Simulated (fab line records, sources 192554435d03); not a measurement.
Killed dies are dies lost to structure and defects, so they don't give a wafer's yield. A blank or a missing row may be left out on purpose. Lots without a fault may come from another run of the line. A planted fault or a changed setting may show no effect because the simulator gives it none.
fab line records | flow n5_finfet | part 2 of 2: steps 25 to 32 of 32
record lots=5 wafers=15 last_day=18
route steps=1938 shown BEOL_M2@849
lots that met no fault: from a run of the same line without faults
start_h: hours from the record's first day to the start of the lot's first wafer shown | wait_h: hours since the lot's step before | " the same as in the row above | L1.1+2: a row that stands for several wafers | - no value, or no start given | * or withheld: withheld | < > ~ a bound
route shown NAME@n: a module of which the file shows steps, and the number in the route of the first | usual: mean/standard deviation of fault-free wafers | same: alike in all rows | chamber/n: place in a boat | sites: the reading at each site | _std_site: their standard deviation | _edge_site: outer sites' mean less inner sites' | radius_mm: how far each site lies from the wafer's centre | mask NAME#n: copy n | behind: the tool/chamber that last shaped the wafer | hold: why the lot was held/for how many hours/how that ended | device: the transistor (n, p or np) that didn't switch | end of line: the same wafers' tests at the end of the route | a step without rows: its recipe alone | killed: dies lost to structure and defects at the first sort, not the wafer's yield | map: a wafer's dies, x killed, . not, _ none there
set.NAME: the setting as run; set.NAME@STEP: as run at that earlier step | model.NAME: the simulator's own value behind a step, which no gauge read
lots at some steps of the route; a table a step, a row a wafer
services: from which hour (start_h, from the record's first day; less than 0 if before it) a tool's chamber was out of use, for how many hours, and why
## steps
# step N5_BEOL_M2_EXPOSE_25
# recipe mask_id=V1 na=0.33 source_shape=quasar sigma_inner=0.2 sigma_outer=0.8 polarization=unpolarized defocus_nm=5 dose_mj=63
# usual exposure_dose_mJ_cm2=63.07/0.13
# columns lot.wafer tool chamber start_h wait_h mask exposure_dose_mJ_cm2
L076.2 euv_scanner-02 0 155.51 - V1#0 63.21
L076.4 " 0 " " V1#0 63.15
L076.5 " 0 " " V1#0 63.19
L084.2 euv_scanner-02 0 198.48 - V1#0 63.13
L084.3 " 0 " " V1#0 63.25
L084.4 " 0 " " V1#0 63.23
L087.2 euv_scanner-02 0 241.84 - V1#0 63.18
L087.3 " 0 " " V1#0 63.14
L087.4 " 0 " " V1#0 63.12
L092.1 euv_scanner-02 0 259.78 - V1#0 63.12
L092.2 " 0 " " V1#0 63.11
L092.3 " 0 " " V1#0 63.22
L094.4 euv_scanner-01 0 269.32 - V1#0 62.80
L094.5 " 0 " " V1#0 62.86
L094.6 " 0 " " V1#0 62.86
# step N5_BEOL_M2_PEB_26
# recipe peb_temp_c=100 peb_time_s=60 resist=CAR-EUV
# same peb_time_s=60
# columns lot.wafer tool chamber start_h wait_h
L076.2+4+5 litho_track-03 0 155.58 0.1
L084.2+3+4 litho_track-01 0 198.55 0.1
L087.2+3+4 litho_track-01 0 241.91 0.1
L092.1+2+3 litho_track-01 0 259.86 0.1
L094.4+5+6 litho_track-03 0 269.37 0.0
# step N5_BEOL_M2_DEVELOP_27
# recipe develop_time_s=30 developer=TMAH resist=CAR-EUV rinse_liquid=surfactant_rinse dry=air_spin dev_temp_c=23
# columns lot.wafer tool chamber start_h wait_h
L076.2+4+5 litho_track-03 0 - -
L084.2+3+4 litho_track-01 0 - -
L087.2+3+4 litho_track-01 0 - -
L092.1+2+3 litho_track-01 0 - -
L094.4+5+6 litho_track-03 0 - -
# step N5_BEOL_M2_CD_MEAS_28
# recipe target_cd_nm=26.2 landing_energy_ev=500 detector=se_inlens target_cd_y_nm=24.1 polarity=opening
# usual cd_nm=26.16/0.21
# columns lot.wafer tool chamber start_h wait_h cd_nm
L076.2 cd_sem-03 0 155.65 - 26.23
L076.4 " 0 " " 26.13
L076.5 " 0 " " 26.07
L084.2 cd_sem-02 0 198.61 - 26.05
L084.3 " 0 " " 26.14
L084.4 " 0 " " 25.77
L087.2 cd_sem-03 0 241.98 - 25.89
L087.3 " 0 " " 26.07
L087.4 " 0 " " 25.95
L092.1 cd_sem-01 0 259.93 - 25.99
L092.2 " 0 " " 25.82
L092.3 " 0 " " 26.17
L094.4 cd_sem-02 0 269.44 - 26.42
L094.5 " 0 " " 25.78
L094.6 " 0 " " 26.11
# step N5_BEOL_M2_OVL_MEAS_29
# recipe points_per_wafer=522
# usual V1_OVL=-0.3/0.61
# columns lot.wafer tool chamber start_h wait_h V1_OVL[nm]
L076.2 overlay-01 0 155.68 0.0 -0.3
L076.4 " 0 " " 0.5
L076.5 " 0 " " -0.4
L084.2 overlay-02 0 198.65 0.0 0.3
L084.3 " 0 " " -0.7
L084.4 " 0 " " 0.8
L087.2 overlay-02 0 242.01 0.0 -0.4
L087.3 " 0 " " -0.8
L087.4 " 0 " " -1.6
L092.1 overlay-02 0 259.96 0.0 0.1
L092.2 " 0 " " 0.6
L092.3 " 0 " " 0.5
L094.4 overlay-02 0 269.48 0.0 0.1
L094.5 " 0 " " 0.4
L094.6 " 0 " " -0.6
# step N5_BEOL_M2_INSPECT_30
# recipe mode=adi inspect_instrument=brightfield
# usual raw_defect_count=454/96
# columns lot.wafer tool chamber start_h wait_h raw_defect_count
L076.2 defect_inspect-01 - 155.74 0.0 475
L076.4 " - " " 525
L076.5 " - " " 470
L084.2 defect_inspect-01 - 198.70 0.0 717
L084.3 " - " " 402
L084.4 " - " " 506
L087.2 defect_inspect-01 - 242.07 0.0 705
L087.3 " - " " 579
L087.4 " - " " 424
L092.1 defect_inspect-01 - 260.02 0.1 572
L092.2 " - " " 507
L092.3 " - " " 561
L094.4 defect_inspect-01 - 269.53 0.0 449
L094.5 " - " " 338
L094.6 " - " " 325
# step N5_BEOL_M2_DESCUM_33
# recipe chemistry=O2 time_s=7 source_power_w=50 bias_power_w=20 pressure_mtorr=20 rf_frequency_hz=2.712e+07 temp_c=40 resist=CAR-EUV o2_flow_sccm=225
# usual drypump_motor_current_A=5.6/0.44 oes_product_au=0.85/0.082 rf_vpp_V=243.3/1.6 showerhead_plenum_p_Torr=2.11/0.085 throttle_valve_pct=20.39/0.19
# same time_s=7
# columns lot.wafer tool chamber start_h wait_h drypump_motor_current_A oes_product_au rf_hours_counter_h rf_vpp_V showerhead_plenum_p_Torr throttle_valve_pct
L076.2 rie_diel-01 2 155.77 0.0 5.9 0.69 229 240.0 1.97 20.46
L076.4 " 3 " " 4.9 0.93 - 243.2 2.14 20.17
L076.5 " 2 " " 5.9 0.69 - 242.0 1.97 20.47
L084.2 rie_diel-03 2 198.88 0.2 5.6 0.75 128 241.6 2.01 20.50
L084.3 " 0 " " 5.3 0.76 137 241.2 2.03 20.57
L084.4 " 1 " " 5.4 0.89 41 243.5 2.25 20.22
L087.2 rie_diel-03 1 242.10 0.0 5.3 0.86 54 244.4 2.24 20.25
L087.3 " 3 " " 5.4 0.78 109 244.1 2.19 20.23
L087.4 " 2 " " 5.6 0.74 142 241.2 2.00 20.52
L092.1 rie_diel-03 1 260.40 0.4 5.3 0.86 61 244.0 2.24 20.25
L092.2 " 0 " " 5.3 0.74 157 241.9 2.02 20.60
L092.3 " 3 " " 5.5 0.78 115 245.3 2.19 20.25
L094.4 rie_diel-04 0 269.56 0.0 5.1 0.90 16 242.4 2.07 20.54
L094.5 " 0 " " 5.1 0.90 - 242.5 2.07 20.53
L094.6 " 3 " " 5.9 0.87 - 244.4 2.21 20.44
# step N5_BEOL_M2_ETCH_77
# recipe chemistry=N2/H2 target=underlayer target_depth_a=65 mask_material=CAR-EUV time_s=5.2 ion_energy_ev=200 pressure_mtorr=30 source_w=840 bias_w=150 n2_flow_sccm=200 h2_flow_sccm=200 ends=cleared
# usual drypump_motor_current_A=5.6/0.44 etch_rf_on_time_s=5.15/0.13 oes_product_au=0.72/0.07 rf_vpp_V=524/3.1 showerhead_plenum_p_Torr=2.55/0.1 throttle_valve_pct=17.75/0.25
# columns lot.wafer tool chamber start_h wait_h drypump_motor_current_A etch_rf_on_time_s oes_product_au rf_hours_counter_h rf_vpp_V showerhead_plenum_p_Torr throttle_valve_pct
L076.2 rie_diel-01 2 155.80 0.0 6.0 5.32 0.59 229 518 2.40 18.04
L076.4 " 3 " " 4.9 5.17 0.79 - 524 2.58 17.47
L076.5 " 2 " " 6.0 5.24 0.59 - 522 2.40 18.01
L084.2 rie_diel-03 2 198.91 0.0 5.6 5.09 0.65 128 524 2.45 18.00
L084.3 " 0 " " 5.4 5.26 0.65 137 517 2.45 17.84
L084.4 " 1 " " 5.3 4.99 0.77 41 529 2.68 17.41
L087.2 rie_diel-03 1 242.13 0.0 5.4 4.99 0.75 54 529 2.68 17.43
L087.3 " 3 " " 5.4 5.40 0.64 109 529 2.67 17.68
L087.4 " 2 " " 5.6 5.15 0.64 142 523 2.45 18.04
L092.1 rie_diel-03 1 260.44 0.0 5.4 4.98 0.73 61 526 2.67 17.43
L092.2 " 0 " " 5.4 5.32 0.63 157 520 2.44 17.86
L092.3 " 3 " " 5.4 5.38 0.65 115 529 2.67 17.69
L094.4 rie_diel-04 0 269.59 0.0 5.1 5.07 0.76 16 519 2.47 17.57
L094.5 " 0 " " 5.1 5.06 0.76 - 524 2.47 17.59
L094.6 " 3 " " 5.9 5.11 0.75 - 526 2.70 17.90
## services
# columns tool chamber start_h hours kind
euv_scanner-02 - 131.37 1.0 pm
rie_metal-03 1 139.92 7.6 repair
rie_diel-03 1 141.39 6.8 repair
rie_metal-03 0 143.97 12.3 repair
euv_scanner-01 - 146.62 1.0 pm
euv_scanner-02 - 147.81 3.5 repair
rie_diel-03 0 149.41 9.5 repair
rie_diel-04 2 165.85 1.5 repair
litho_track-03 - 170.32 - consumable_replace:filter
rie_diel-04 0 170.71 17.3 repair
rie_diel-01 3 183.63 4.1 repair
euv_scanner-02 - 187.52 1.0 pm
rie_diel-04 0 188.21 - clean
euv_scanner-02 - 190.04 4.6 pm
euv_scanner-02 - 196.55 0.1 repair
euv_scanner-01 - 202.77 1.0 pm
euv_scanner-01 - 203.78 12.0 pm
euv_scanner-01 - 219.59 4.6 pm
rie_diel-01 - 238.21 2.8 pm
euv_scanner-02 - 243.67 1.0 pm
rie_diel-01 2 246.55 8.5 repair
euv_scanner-01 - 249.35 0.8 repair
euv_scanner-01 - 258.92 1.0 pm
euv_scanner-02 - 265.58 0.3 repair
